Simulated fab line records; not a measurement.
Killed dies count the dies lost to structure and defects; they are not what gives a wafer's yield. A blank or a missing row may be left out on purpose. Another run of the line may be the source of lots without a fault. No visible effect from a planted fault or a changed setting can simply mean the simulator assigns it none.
fab line records	flow n5_finfet
record: lots: 7	wafers: 39
route steps=1938 shown FIN_SAQP@102 HKMG_FIN@438 MOL_CONTACT_COAG@610 BEOL_M1@753
start_h: hours from the record's opening day to when the first of the lot's shown wafers began	wait_h: time in hours since the lot's previous step	" identical to the entry in the row above	L1.1+2: a row that stands for several wafers	- value missing, or start not given	* or withheld: withheld	< > ~ a bound
route shown NAME@n: a module of which the file shows steps, and the number in the route of the first	usual: the fault-free wafers' mean and standard deviation	same: alike in all rows	chamber/n: place in a boat	sites: readings site by site	_std_site: how widely they spread, as a standard deviation	_edge_site: the outer-site mean with the inner-site mean subtracted	radius_mm: for every site, how far away it sits from the centre of the wafer	mask NAME#n: copy n	behind: the last tool/chamber to shape the wafer	hold: why the lot went on hold/how many hours it stayed there/how the hold came to an end	device: which transistor (n, p or np) failed to switch	end of line: the same wafers' tests at the end of the route	a step without rows: its recipe alone	killed: not the wafer's yield, but the dies lost to structure and defects at the first sort	map: a wafer's dies, marking killed ones x, the rest . and places with no die _
set.NAME: the setting as run; set.NAME@STEP: as run at that earlier step	model.NAME: the simulator's own value behind a step, which no gauge read
lots where settings were altered on purpose, with a table for each step and a row for each wafer
== steps ==
step: N5_FIN_SAQP_HM_DEP_72
recipe: material: SiO2	target_thk_a: 120	temp_c: 400	precursor: SiH4/N2O	pressure_torr: 0.75	rf_w: 275	time_s: 7.2
lot.wafer	tool	chamber	start_h	wait_h	set.target_thk_a	model.SiO2_of_FIN_SAQP_HM_DEP_72.thk_nm
L076.1	pecvd-04	1	34.37	0.0	120	11.73
L076.2+4+6	"	2,1,0	"	"	120	12.11
L076.3	"	0	"	"	120	12.07
L076.5	"	2	"	"	120	12.27
L081.1	pecvd-02	2	64.56	0.0	85.42	8.459
L081.2	"	1	"	"	120	11.87
L081.3	"	0	"	"	85.42	8.571
L081.4	"	0	"	"	120	12.21
L081.5	"	2	"	"	120	12.14
L081.6	"	1	"	"	85.42	8.706
L084.1	pecvd-03	1	82.56	0.0	120	11.8
L084.2	"	0	"	"	95.44	9.432
L084.3	"	2	"	"	120	11.54
L084.4	"	1	"	"	95.44	9.337
L084.5	"	2	"	"	95.44	9.659
L084.6	"	0	"	"	120	11.76
L085.1	pecvd-03	0	88.84	0.0	145.4	14.22
L085.2	"	1	"	"	145.4	14.12
L085.3	"	2	"	"	145.4	14.35
L085.4	"	2	"	"	120	11.88
L085.5	"	0	"	"	120	11.79
L085.6	"	1	"	"	120	11.9
L087.1	pecvd-03	2	99.85	0.0	120	11.65
L087.4	"	0	"	"	120	11.96
L087.5	"	1	"	"	120	12.13
L089.1	pecvd-03	2	112.25	0.0	120	11.91
L089.2	"	0	"	"	120	11.95
L089.3	"	1	"	"	120	11.86
L089.4	"	2	"	"	120	12.03
L089.5	"	1	"	"	120	12.06
L089.6	"	0	"	"	120	12.01
L094.1	pecvd-02	1	141.50	0.0	120	12.22
L094.2	"	2	"	"	120	12.01
L094.3	"	0	"	"	120	11.98
L094.4	"	1	"	"	120	12.05
L094.5	"	0	"	"	120	12.3
L094.6	"	2	"	"	120	12.14
step: N5_FIN_SAQP_COAT_49
recipe: resist: SOC	temp_c: 250	time_s: 60	spin_rpm: 1500	resist_thk_nm: 100
step: N5_FIN_SAQP_COAT_50
recipe: resist: SiARC	temp_c: 220	time_s: 60	spin_rpm: 1500	resist_thk_nm: 35
step: N5_FIN_SAQP_ETCH_52
recipe: chemistry: N2/H2	target: SOC	target_depth_a: 1000	overetch_a: 200	mask_material: SiARC	temp_c: 40	time_s: 150	ion_energy_ev: 200	pressure_mtorr: 30	source_w: 840	bias_w: 150	n2_flow_sccm: 200	h2_flow_sccm: 200	ends: end_point
step: N5_FIN_SAQP_STRIP_53
recipe: chemistry: N2/H2	temp_c: 40	n2_flow_sccm: 200	h2_flow_sccm: 200	rf_frequency_hz: 6e+07
step: N5_FIN_SAQP_HM_OPEN_73
recipe: chemistry: CHF3/O2	target: SiO2	stop_on: a-Si	target_depth_a: 120	over_etch_frac: 1.8	mask_material: SOC	time_s: 16.8	pressure_mtorr: 30	source_w: 650	bias_w: 170	Ar_flow_sccm: 200	CHF3_flow_sccm: 50	O2_flow_sccm: 5	ion_energy_ev: 200	ends: end_point
lot.wafer	tool	chamber	start_h	wait_h	set.target_thk_a@FIN_SAQP_HM_DEP_72	model.etch.depth_nm
L076.1	rie_diel-05	0	35.11	0.0	120	11.73
L076.2+4+6	"	2,3,1	"	"	120	12.11
L076.3	"	1	"	"	120	12.07
L076.5	"	2	"	"	120	12.27
L081.1	rie_diel-06	3	65.71	0.0	85.42	8.459
L081.2	"	0	"	"	120	11.87
L081.3	"	2	"	"	85.42	8.571
L081.4	"	1	"	"	120	12.21
L081.5	"	0	"	"	120	12.14
L081.6	"	1	"	"	85.42	8.706
L084.1	rie_diel-01	2	83.31	0.0	120	11.8
L084.2	"	1	"	"	95.44	9.432
L084.3	"	3	"	"	120	11.54
L084.4	"	0	"	"	95.44	9.337
L084.5	"	3	"	"	95.44	9.659
L084.6	"	0	"	"	120	11.76
L085.1	rie_diel-01	0	89.45	0.0	145.4	14.22
L085.2	"	2	"	"	145.4	14.12
L085.3	"	3	"	"	145.4	14.35
L085.4	"	1	"	"	120	11.88
L085.5	"	3	"	"	120	11.79
L085.6	"	0	"	"	120	11.9
L087.1	rie_diel-06	2	100.59	0.0	120	11.65
L087.4	"	3	"	"	120	11.96
L087.5	"	1	"	"	120	12.13
L089.1	rie_diel-06	1	112.87	0.0	120	11.91
L089.2	"	3	"	"	120	11.95
L089.3	"	2	"	"	120	11.86
L089.4	"	0	"	"	120	12.03
L089.5	"	0	"	"	120	12.06
L089.6	"	1	"	"	120	12.01
L094.1	rie_diel-06	0	142.25	0.0	120	12.22
L094.2	"	3	"	"	120	12.01
L094.3	"	1	"	"	120	11.98
L094.4	"	2	"	"	120	12.05
L094.5	"	3	"	"	120	12.3
L094.6	"	0	"	"	120	12.14
step: N5_HKMG_FIN_ETCH_35
recipe: chemistry: N2/H2	target: SOC	target_depth_a: 2158	ion_energy_ev: 65	bias_w: 5	source_w: 3000	time_s: 243.4	pressure_mtorr: 30	n2_flow_sccm: 200	h2_flow_sccm: 200
lot.wafer	tool	chamber	start_h	wait_h	set.target_depth_a	model.etch.depth_nm	model.HKMG_FIN.feature_depth_nm	model.SOC_of_HKMG_FIN_COAT_29.thk_nm
L076.1	rie_diel-01	0	87.52	0.0	2158	212.2	212.2	87
L076.2	"	1	"	"	2158	215.2	215.2	85
L076.3	"	2	"	"	1210	123	123	176.6
L076.4	"	3	"	"	1210	121.1	121	178.8
L076.5	"	2	"	"	1210	122.5	122.4	178.2
L076.6	"	1	"	"	2158	214.2	214.2	85.4
L081.1	rie_diel-01	0	120.88	0.0	2158	214.5	214.4	87
L081.2	"	3	"	"	2158	216.2	216.2	84
L081.3	"	1	"	"	2158	214.4	214.4	86.6
L081.4	"	2	"	"	2158	216.9	216.8	85.4
L081.5	"	1	"	"	2158	216.8	216.8	85.2
L081.6	"	2	"	"	2158	217.1	217.2	84
L084.1	rie_diel-05	1	139.89	0.0	2158	219	219	81.2
L084.2	"	2	"	"	932.5	95.9	95.8	204.6
L084.3	"	3	"	"	2158	218.7	218.6	82.2
L084.4	"	0	"	"	932.5	93.33	93.4	206.6
L084.5	"	2	"	"	2158	222.9	223	78.2
L084.6	"	1	"	"	932.5	95.12	95.2	205
L085.1	rie_diel-05	0	144.50	0.0	2158	216.6	216.6	83.2
L085.2	"	2	"	"	955.9	98.74	98.8	201.4
L085.3	"	1	"	"	955.9	98.11	98.2	202.8
L085.4	"	3	"	"	2158	217.6	217.6	83
L085.5	"	3	"	"	2158	218.2	218.2	82
L085.6	"	2	"	"	955.9	98.71	98.8	201.6
L087.1	rie_diel-06	2	155.57	0.0	2158	212.9	212.8	88.2
L087.4	"	1	"	"	2158	214.7	214.8	86.6
L087.5	"	3	"	"	2158	212.3	212.2	87.2
L089.1	rie_diel-06	2	167.75	0.0	2158	213.9	214	86.2
L089.2	"	3	"	"	2158	214.4	214.4	87.6
L089.3	"	1	"	"	2158	216.6	216.6	84
L089.4	"	0	"	"	964.3	97.11	97.2	202.6
L089.5	"	3	"	"	964.3	94.81	94.8	205.6
L089.6	"	0	"	"	964.3	98.11	98.2	202.6
L094.1	rie_diel-06	1	195.14	0.0	1674	169.4	169.4	132.2
L094.2	"	3	"	"	2158	213.7	213.8	87.8
L094.3	"	0	"	"	1674	169.8	169.8	132.6
L094.4	"	0	"	"	2158	219.8	219.8	82.2
L094.5	"	1	"	"	1674	168.8	168.8	133.8
L094.6	"	3	"	"	2158	215.5	215.6	87.4
step: N5_MOL_CONTACT_COAG_ETCH_67
recipe: chemistry: N2/H2	target: SOC	target_depth_a: 600	overetch_a: 210	mask_material: SiARC	temp_c: 40	time_s: 101.2	ion_energy_ev: 200	pressure_mtorr: 30	source_w: 840	bias_w: 150	n2_flow_sccm: 200	h2_flow_sccm: 200
lot.wafer	tool	chamber	start_h	wait_h	set.target_depth_a	model.etch.depth_nm	model.SiARC_of_MOL_CONTACT_COAG_COAT_63.thk_nm
L076.1	rie_diel-01	1	112.71	0.0	600	60.3	5.8
L076.2	"	0	"	"	600	60.14	5.8
L076.3	"	3	"	"	600	60.39	5.8
L076.4	"	2	"	"	600	60.15	5.8
L076.5	"	0	"	"	600	60.4	6
L076.6	"	1	"	"	600	60.32	5.8
L081.1	rie_diel-01	3	146.07	0.0	600	59.88	5.8
L081.2	"	1	"	"	600	60.04	5.8
L081.3	"	2	"	"	600	59.83	5.8
L081.4	"	0	"	"	600	59.86	5.8
L081.5	"	2	"	"	600	59.82	5.8
L081.6	"	3	"	"	600	59.78	5.8
L084.1	rie_diel-05	3	163.61	0.0	287.8	50.82	7.4
L084.2	"	2	"	"	287.8	51.1	7.4
L084.3	"	1	"	"	600	60.01	5.8
L084.4	"	0	"	"	600	59.88	5.8
L084.5	"	1	"	"	287.8	50.79	7.4
L084.6	"	0	"	"	600	59.67	5.8
L085.1	rie_diel-06	0	170.51	0.0	306.5	52.03	7.4
L085.2	"	1	"	"	600	60.02	5.8
L085.3	"	3	"	"	306.5	50.66	7.4
L085.4	"	2	"	"	600	59.98	5.8
L085.5	"	1	"	"	306.5	51.48	7.4
L085.6	"	0	"	"	600	60.1	5.8
L087.1	rie_diel-01	1	180.70	0.0	600	59.94	6
L087.4	"	0	"	"	600	60.13	6
L087.5	"	3	"	"	600	60.01	5.8
L089.1	rie_diel-05	3	193.64	0.0	747.2	59.95	5
L089.2	"	2	"	"	600	60.04	5.8
L089.3	"	1	"	"	747.2	60.25	5
L089.4	"	0	"	"	747.2	60.01	5
L089.5	"	0	"	"	600	59.98	5.8
L089.6	"	3	"	"	600	59.86	5.8
L094.1+6	rie_diel-06	0	219.82	0.0	600	60.36	5.8
L094.2	"	2	"	"	600	60.34	5.8
L094.3	"	1	"	"	600	60.25	5.8
L094.4	"	2	"	"	600	60.22	5.8
L094.5	"	1	"	"	600	60.32	5.8
step: N5_MOL_CONTACT_COAG_STRIP_68
recipe: chemistry: N2/H2	temp_c: 40	n2_flow_sccm: 200	h2_flow_sccm: 200	rf_frequency_hz: 6e+07
step: N5_MOL_CONTACT_COAG_STRIP_69
recipe: chemistry: N2/H2	temp_c: 40	n2_flow_sccm: 200	h2_flow_sccm: 200	rf_frequency_hz: 6e+07
step: N5_MOL_CONTACT_COAG_ETCHBACK_136
recipe: chemistry: CHF3	target: SiO2	target_depth_a: 250	time_s: 16.7	ion_energy_ev: 200	pressure_mtorr: 30	source_w: 610	bias_w: 170	Ar_flow_sccm: 200	CHF3_flow_sccm: 50
step: N5_MOL_CONTACT_COAG_STRIP_120
recipe: chemistry: CHF3	resist: SiARC	rf_frequency_hz: 6e+07
step: N5_MOL_CONTACT_COAG_VIA_ETCH_117
recipe: chemistry: C4F6/O2	target_depth_a: 400	overetch_a: 80	mask_material: SOC	target: SiO2	bias_w: 455	pressure_mtorr: 10	time_s: 26	source_w: 325	Ar_flow_sccm: 300	C4F6_flow_sccm: 10	O2_flow_sccm: 10	ion_energy_ev: 575.3	ends: end_point
usual: oes_product_au: 0.71/0.067
lot.wafer	tool	chamber	start_h	wait_h	set.target_depth_a@MOL_CONTACT_COAG_ETCH_67	oes_product_au
L076.1	rie_diel-01	1	112.84	0.0	600	0.64
L076.2	"	0	"	"	600	0.65
L076.3	"	3	"	"	600	0.75
L076.4	"	2	"	"	600	0.72
L076.5	"	0	"	"	600	0.66
L076.6	"	1	"	"	600	0.65
L081.1	rie_diel-01	3	146.20	0.0	600	0.73
L081.2	"	1	"	"	600	0.63
L081.3	"	2	"	"	600	0.70
L081.4	"	0	"	"	600	0.64
L081.5	"	2	"	"	600	0.71
L081.6	"	3	"	"	600	0.73
L084.1	rie_diel-05	3	163.73	0.0	287.8	0.33
L084.2	"	2	"	"	287.8	0.32
L084.3	"	1	"	"	600	0.82
L084.4	"	0	"	"	600	0.78
L084.5	"	1	"	"	287.8	0.35
L084.6	"	0	"	"	600	0.78
L085.1	rie_diel-06	0	170.63	0.0	306.5	0.33
L085.2	"	1	"	"	600	0.78
L085.3	"	3	"	"	306.5	0.26
L085.4	"	2	"	"	600	0.65
L085.5	"	1	"	"	306.5	0.33
L085.6	"	0	"	"	600	0.76
L087.1	rie_diel-01	1	180.82	0.0	600	0.63
L087.4	"	0	"	"	600	0.63
L087.5	"	3	"	"	600	0.72
L089.1	rie_diel-05	3	193.77	0.0	747.2	0.77
L089.2	"	2	"	"	600	0.75
L089.3	"	1	"	"	747.2	0.80
L089.4	"	0	"	"	747.2	0.76
L089.5	"	0	"	"	600	0.77
L089.6	"	3	"	"	600	0.78
L094.1	rie_diel-06	0	219.95	0.0	600	0.74
L094.2	"	2	"	"	600	0.64
L094.3	"	1	"	"	600	0.76
L094.4	"	2	"	"	600	0.64
L094.5	"	1	"	"	600	0.76
L094.6	"	0	"	"	600	0.75
step: N5_MOL_CONTACT_COAG_ETCH_124
recipe: chemistry: CH3F/O2	target: SiNx	target_depth_a: 65	mask_material: SOC	stop_on: SiOC	over_etch_frac: 0.3	ion_energy_ev: 120	pressure_mtorr: 30	source_w: 395	bias_w: 73	Ar_flow_sccm: 150	CH3F_flow_sccm: 30	O2_flow_sccm: 20	ends: end_point
usual: oes_product_au: 0.68/0.066
lot.wafer	tool	chamber	start_h	wait_h	set.target_depth_a@MOL_CONTACT_COAG_ETCH_67	oes_product_au
L076.1	rie_diel-01	1	112.87	0.0	600	0.61
L076.2	"	0	"	"	600	0.62
L076.3	"	3	"	"	600	0.72
L076.4	"	2	"	"	600	0.69
L076.5	"	0	"	"	600	0.62
L076.6	"	1	"	"	600	0.61
L081.1	rie_diel-01	3	146.22	0.0	600	0.70
L081.2	"	1	"	"	600	0.61
L081.3	"	2	"	"	600	0.68
L081.4	"	0	"	"	600	0.61
L081.5	"	2	"	"	600	0.67
L081.6	"	3	"	"	600	0.70
L084.1	rie_diel-05	3	163.76	0.0	287.8	0.33
L084.2	"	2	"	"	287.8	0.32
L084.3	"	1	"	"	600	0.79
L084.4	"	0	"	"	600	0.75
L084.5	"	1	"	"	287.8	0.34
L084.6	"	0	"	"	600	0.74
L085.1	rie_diel-06	0	170.66	0.0	306.5	0.32
L085.2	"	1	"	"	600	0.75
L085.3	"	3	"	"	306.5	0.26
L085.4	"	2	"	"	600	0.61
L085.5	"	1	"	"	306.5	0.33
L085.6	"	0	"	"	600	0.72
L087.1	rie_diel-01	1	180.85	0.0	600	0.59
L087.4	"	0	"	"	600	0.60
L087.5	"	3	"	"	600	0.68
L089.1	rie_diel-05	3	193.80	0.0	747.2	0.75
L089.2	"	2	"	"	600	0.72
L089.3	"	1	"	"	747.2	0.77
L089.4	"	0	"	"	747.2	0.73
L089.5	"	0	"	"	600	0.74
L089.6	"	3	"	"	600	0.75
L094.1	rie_diel-06	0	219.97	0.0	600	0.71
L094.2	"	2	"	"	600	0.61
L094.3	"	1	"	"	600	0.73
L094.4	"	2	"	"	600	0.60
L094.5	"	1	"	"	600	0.73
L094.6	"	0	"	"	600	0.71
step: N5_MOL_CONTACT_COAG_ETCH_48
recipe: chemistry: C4F6/O2	target_depth_a: 150	overetch_a: 45	mask_material: SOC	target: SiOC	bias_w: 465	pressure_mtorr: 10	time_s: 17	source_w: 335	Ar_flow_sccm: 300	C4F6_flow_sccm: 10	O2_flow_sccm: 10	ion_energy_ev: 576
usual: oes_product_au: 0.66/0.072
lot.wafer	tool	chamber	start_h	wait_h	set.target_depth_a@MOL_CONTACT_COAG_ETCH_67	oes_product_au
L076.1	rie_diel-01	1	112.91	0.0	600	0.56
L076.2	"	0	"	"	600	0.57
L076.3	"	3	"	"	600	0.65
L076.4	"	2	"	"	600	0.63
L076.5	"	0	"	"	600	0.59
L076.6	"	1	"	"	600	0.58
L081.1	rie_diel-01	3	146.26	0.0	600	0.71
L081.2	"	1	"	"	600	0.60
L081.3	"	2	"	"	600	0.67
L081.4	"	0	"	"	600	0.61
L081.5	"	2	"	"	600	0.67
L081.6	"	3	"	"	600	0.68
L084.1	rie_diel-05	3	163.80	0.0	287.8	0.33
L084.2	"	2	"	"	287.8	0.31
L084.3	"	1	"	"	600	0.79
L084.4	"	0	"	"	600	0.76
L084.5	"	1	"	"	287.8	0.35
L084.6	"	0	"	"	600	0.77
L085.1	rie_diel-06	0	170.70	0.0	306.5	0.32
L085.2	"	1	"	"	600	0.76
L085.3	"	3	"	"	306.5	0.26
L085.4	"	2	"	"	600	0.63
L085.5	"	1	"	"	306.5	0.32
L085.6	"	0	"	"	600	0.72
L087.1	rie_diel-01	1	180.89	0.0	600	0.55
L087.4	"	0	"	"	600	0.57
L087.5	"	3	"	"	600	0.66
L089.1	rie_diel-05	3	193.84	0.0	747.2	0.75
L089.2	"	2	"	"	600	0.78
L089.3	"	1	"	"	747.2	0.75
L089.4	"	0	"	"	747.2	0.74
L089.5	"	0	"	"	600	0.73
L089.6	"	3	"	"	600	0.77
L094.1	rie_diel-06	0	220.01	0.0	600	0.68
L094.2	"	2	"	"	600	0.55
L094.3	"	1	"	"	600	0.69
L094.4	"	2	"	"	600	0.62
L094.5	"	1	"	"	600	0.69
L094.6	"	0	"	"	600	0.63
step: N5_BEOL_M1_PECVD_72
recipe: material: SiO2	target_thk_a: 160	temp_c: 400	precursor: TEOS/O2	pressure_torr: 5.5	rf_w: 450	teos_flow_sccm: 53.8	gas: O2	flow_sccm: 3000	time_s: 18
lot.wafer	tool	chamber	start_h	wait_h	set.time_s	model.SiO2_of_BEOL_M1_PECVD_72.thk_nm
L076.1+2	pecvd-04	2,0	131.40	0.0	20.86	18.2
L076.3	"	1	"	"	20.86	18.4
L076.4+6	"	1,0	"	"	18	16.2
L076.5	"	2	"	"	18	16
L081.1+3	pecvd-04	1,0	166.57	0.0	14.45	13
L081.2	"	2	"	"	18	15.8
L081.4	"	1	"	"	14.45	13.4
L081.5	"	2	"	"	18	16.4
L081.6	"	0	"	"	18	16.2
L084.1	pecvd-03	0	186.33	0.0	26.98	23.8
L084.2	"	2	"	"	18	15.8
L084.3	"	1	"	"	18	16.2
L084.4	"	2	"	"	26.98	24
L084.5	"	1	"	"	26.98	24.2
L084.6	"	0	"	"	18	16
L085.1	pecvd-03	1	190.09	0.0	18	15.8
L085.2+3	"	2,0	"	"	23.97	21
L085.4	"	2	"	"	23.97	21.2
L085.5	"	1	"	"	18	16
L085.6	"	0	"	"	18	16.2
L087.1	pecvd-01	1	201.55	0.0	18	16
L087.4	"	2	"	"	18	16.2
L087.5	"	1	"	"	18	16.4
L089.1+3+6	pecvd-04	0,1,1	211.64	0.0	21.27	18.6
L089.2	"	1	"	"	18	15.8
L089.4	"	0	"	"	18	16.2
L089.5	"	0	"	"	18	15.6
L094.1	pecvd-04	1	238.26	0.0	18	15.6
L094.2	"	2	"	"	15.21	13.4
L094.3	"	0	"	"	18	15.8
L094.4	"	1	"	"	18	16
L094.5	"	0	"	"	15.21	13.6
L094.6	"	2	"	"	15.21	13.8
step: N5_BEOL_M1_VIA_ETCH_34
recipe: chemistry: C4F6/O2	target_depth_a: 678	mask_material: SOC	pressure_mtorr: 15	ion_energy_ev: 250	taper_deg: 4	time_s: 64.4	source_w: 350	bias_w: 170	Ar_flow_sccm: 300	C4F6_flow_sccm: 10	O2_flow_sccm: 10
lot.wafer	tool	chamber	start_h	wait_h	set.time_s	model.etch.depth_nm	model.SOC_of_BEOL_M1_COAT_67.thk_nm
L076.1	rie_diel-03	2	139.75	0.0	64.4	67.71	52.4
L076.2	"	3	"	"	84.98	88.65	49.8
L076.3	"	0	"	"	84.98	89.22	49.6
L076.4	"	1	"	"	64.4	67.06	52.4
L076.5	"	0	"	"	64.4	68.13	52
L076.6	"	1	"	"	84.98	89.04	49.6
L081.1	rie_diel-02	3	170.34	0.0	43.59	44.99	54.6
L081.2	"	1	"	"	64.4	68.62	52
L081.3	"	0	"	"	64.4	66.92	52.2
L081.4	"	3	"	"	64.4	66.47	52.2
L081.5	"	1	"	"	43.59	46.01	54.4
L081.6	"	0	"	"	43.59	45.03	54.6
L084.1	rie_diel-03	3	190.55	0.0	52.26	54.14	53.6
L084.2	"	0	"	"	64.4	67.5	52.2
L084.3	"	2	"	"	64.4	67.54	52.4
L084.4	"	3	"	"	52.26	54.3	53.6
L084.5	"	2	"	"	64.4	66.86	52.4
L084.6	"	0	"	"	52.26	54.81	53.8
L085.1	rie_diel-03	0	195.01	0.0	64.4	67.97	52.2
L085.2	"	3	"	"	43.82	46.14	54.6
L085.3	"	1	"	"	43.82	47.67	54.6
L085.4	"	2	"	"	64.4	67.91	52.2
L085.5	"	0	"	"	43.82	46.58	54.6
L085.6	"	3	"	"	64.4	67.61	52
L087.1	rie_diel-03	0	203.97	0.0	64.4	67.4	52.4
L087.4	"	3	"	"	64.4	66.88	52.2
L087.5	"	1	"	"	64.4	70.21	52.2
L089.1	rie_diel-04	3	213.62	0.0	81.72	84.6	50.6
L089.2	"	1	"	"	64.4	67.07	52.6
L089.3	"	0	"	"	64.4	66.67	52.4
L089.4	"	2	"	"	81.72	86.92	50.2
L089.5	"	3	"	"	81.72	85.1	50.4
L089.6	"	0	"	"	64.4	67.12	52.6
L094.1	rie_diel-04	1	243.02	0.0	40.29	41.94	55.2
L094.2	"	0	"	"	64.4	66.34	52.2
L094.3	"	3	"	"	40.29	41.77	55.4
L094.4	"	2	"	"	64.4	68.12	52
L094.5	"	1	"	"	64.4	66.62	52.4
L094.6	"	0	"	"	40.29	41.6	55.2
== key ==
split: step: N5_FIN_SAQP_HM_DEP_72	setting: target_thk_a	stated: 120	by: wafer
response: step: N5_FIN_SAQP_HM_DEP_72	reading: model.SiO2_of_FIN_SAQP_HM_DEP_72.thk_nm	change: +0.116	per: 1%	r: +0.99
response: step: N5_FIN_SAQP_HM_OPEN_73	reading: model.etch.depth_nm	change: +0.116	per: 1%	r: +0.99
split: step: N5_HKMG_FIN_ETCH_35	setting: target_depth_a	stated: 2158	by: wafer
response: step: N5_HKMG_FIN_ETCH_35	reading: model.etch.depth_nm	change: +2.15	per: 1%	r: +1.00
response: step: N5_HKMG_FIN_ETCH_35	reading: model.HKMG_FIN.feature_depth_nm	change: +2.15	per: 1%	r: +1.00
response: step: N5_HKMG_FIN_ETCH_35	reading: model.SOC_of_HKMG_FIN_COAT_29.thk_nm	change: -2.14	per: 1%	r: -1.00
split: step: N5_MOL_CONTACT_COAG_ETCH_67	setting: target_depth_a	stated: 600	by: wafer
response: step: N5_MOL_CONTACT_COAG_ETCH_67	reading: model.etch.depth_nm	change: +0.156	per: 1%	r: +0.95
response: step: N5_MOL_CONTACT_COAG_ETCH_67	reading: model.SiARC_of_MOL_CONTACT_COAG_COAT_63.thk_nm	change: -0.0318	per: 1%	r: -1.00
response: step: N5_MOL_CONTACT_COAG_VIA_ETCH_117	reading: oes_product_au	change: +0.00789	per: 1%	r: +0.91
response: step: N5_MOL_CONTACT_COAG_ETCH_124	reading: oes_product_au	change: +0.00734	per: 1%	r: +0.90
response: step: N5_MOL_CONTACT_COAG_ETCH_48	reading: oes_product_au	change: +0.00741	per: 1%	r: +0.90
split: step: N5_BEOL_M1_PECVD_72	setting: time_s	stated: 18	by: wafer
response: step: N5_BEOL_M1_PECVD_72	reading: model.SiO2_of_BEOL_M1_PECVD_72.thk_nm	change: +0.155	per: 1%	r: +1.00
split: step: N5_BEOL_M1_VIA_ETCH_34	setting: time_s	stated: 64.4	by: wafer
response: step: N5_BEOL_M1_VIA_ETCH_34	reading: model.etch.depth_nm	change: +0.674	per: 1%	r: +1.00
response: step: N5_BEOL_M1_VIA_ETCH_34	reading: model.SOC_of_BEOL_M1_COAT_67.thk_nm	change: -0.0785	per: 1%	r: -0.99
